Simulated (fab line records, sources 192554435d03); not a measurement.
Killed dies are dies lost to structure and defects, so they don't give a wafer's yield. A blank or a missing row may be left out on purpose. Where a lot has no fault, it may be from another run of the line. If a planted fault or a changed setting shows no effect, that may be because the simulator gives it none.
A struck lot beside a sound one ; flow n5_finfet ; 19 steps out of a route of 1938
Sound: these wafers, L438.1, L438.3, L438.6. The struck wafers were L446.1, L446.3, L446.4. The cause is named last.
Per side, at each step with rows, come the tool, then ch with its chambers, and then its first start. Under that, the readings that differ: sound wafers ; struck wafers ; difference of the means ; sigmas: that difference in standard deviations of wafers without a fault.
alike: a reading whose means differ by less than 2 such deviations, as well as words and numbers matching on both sides. not compared: withheld readings; readings where some wafer has no value; bounds like >300 that might hide an equal value; numbers whose values overlap and for which the record gives no deviation.
The two part at a step that has a row with sigmas, a row that says differs or no value, or rows on one side only. Numbers that have no deviation but don't overlap get no sigmas and don't part them. A reading that every wafer of one side lacks parts them only if that side has two wafers or more.

N5_BEOL_M6_RS_MEAS_57: the measuring method here is four-point-probe.
  sound: film_metro-01 at day 9 00:47; struck: film_metro-01 at day 11 05:26
  alike: M6_RS
N5_BEOL_M6_INSPECT_58: inspects for defects (darkfield).
  sound: defect_inspect-01 at day 9 00:49; struck: defect_inspect-01 at day 11 05:28
  alike: raw_defect_count
N5_BEOL_M7_ILD_DEP_00: deposits SiCOH lowk from DEMS/porogen, target thk 179.75 nm, time 33.4 s.
  sound on pecvd-03 ch 1,2, day 9 00:50; struck on pecvd-02 ch 0,2, day 11 05:31
  alike: heater_power_w, showerhead_plenum_p_Torr, throttle_valve_pct
N5_BEOL_M7_CURE_74: cures SiCOH lowk, time 240 s.
  sound on uv_cure-01 ch 1, day 9 00:55; struck on uv_cure-01 ch 0, day 11 05:34
  alike: lamp_power_pct, wafer_temp_C_max
N5_BEOL_M7_THK_MEAS_01:
  sound: film_metro-02 at day 9 01:25; struck: film_metro-01 at day 11 06:05
  alike: M7_ILD_THK
N5_BEOL_M7_PECVD_70: deposits SiO2 from TEOS/O2, target thk 20 nm, time 22.7 s.
  sound on pecvd-04 ch 0,2, day 9 01:28; struck on pecvd-03 ch 0,1, day 11 06:07
  alike: heater_power_w, showerhead_plenum_p_Torr, throttle_valve_pct
N5_BEOL_M7_HM_DEP_02: deposits TiN, target thk 20 nm.
  sound: pvd_sputter-01 at day 9 01:41; struck: pvd_sputter-03 at day 11 07:53
  alike: throttle_valve_pct
then, 5 steps without rows for these wafers: N5_BEOL_M7_COAT_59 (time 60 s, resist thk 100 nm); N5_BEOL_M7_COAT_60 (time 60 s, resist thk 35 nm); N5_BEOL_M7_COAT_05 (resist thk 90 nm); N5_BEOL_M7_EBR_07; N5_BEOL_M7_SOFTBAKE_06 (time 60 s).
N5_BEOL_M7_EXPOSE_08: exposes mask M7.
  sound on arfi_scanner-03 ch 0, day 9 01:55; struck on arfi_scanner-03 ch 0, day 11 08:07
reading;sound;struck;difference;sigmas
model.BEOL_M7.overlay_x_nm (nm);-0.2 -0.2 -0.2;15.6 15.6 15.6;+15.8;
  alike: mask
then, 2 steps without rows for these wafers: N5_BEOL_M7_PEB_09 (peb time 60 s); N5_BEOL_M7_DEVELOP_10 (develop time 30 s).
N5_BEOL_M7_CD_MEAS_11: target cd 38.5 nm.
  sound on cd_sem-03 ch 0, day 9 02:03; struck on cd_sem-01 ch 0, day 11 08:15
  alike: cd_nm
N5_BEOL_M7_OVL_MEAS_12:
  sound on overlay-02 ch 0, day 9 02:05; struck on overlay-02 ch 0, day 11 08:17
reading;sound;struck;difference;sigmas
M7_OVL (nm);-0.6 -0.3 0.2;15.6 15.2 15.6;+15.7;+21
N5_BEOL_M7_INSPECT_13: inspects for defects (brightfield).
  sound: defect_inspect-01 at day 9 02:06; struck: defect_inspect-02 at day 11 08:18
  alike: raw_defect_count
-- the record jumps here: 4 days lie between the struck wafers' starts before and after (it left off in module BEOL_M7 and takes up again in module PASSIVATION, whose first step shown is number 1936 of the route) --
N5_PASSIVATION_PROBE_49:
  record: rows for the struck wafers here (prober-02, day 15 02:22), none for the sound ones

== WHERE THEY PART ==
At N5_BEOL_M7_OVL_MEAS_12 first; at N5_PASSIVATION_PROBE_49 last (within this record only).

WHY: the cause the simulator had injected
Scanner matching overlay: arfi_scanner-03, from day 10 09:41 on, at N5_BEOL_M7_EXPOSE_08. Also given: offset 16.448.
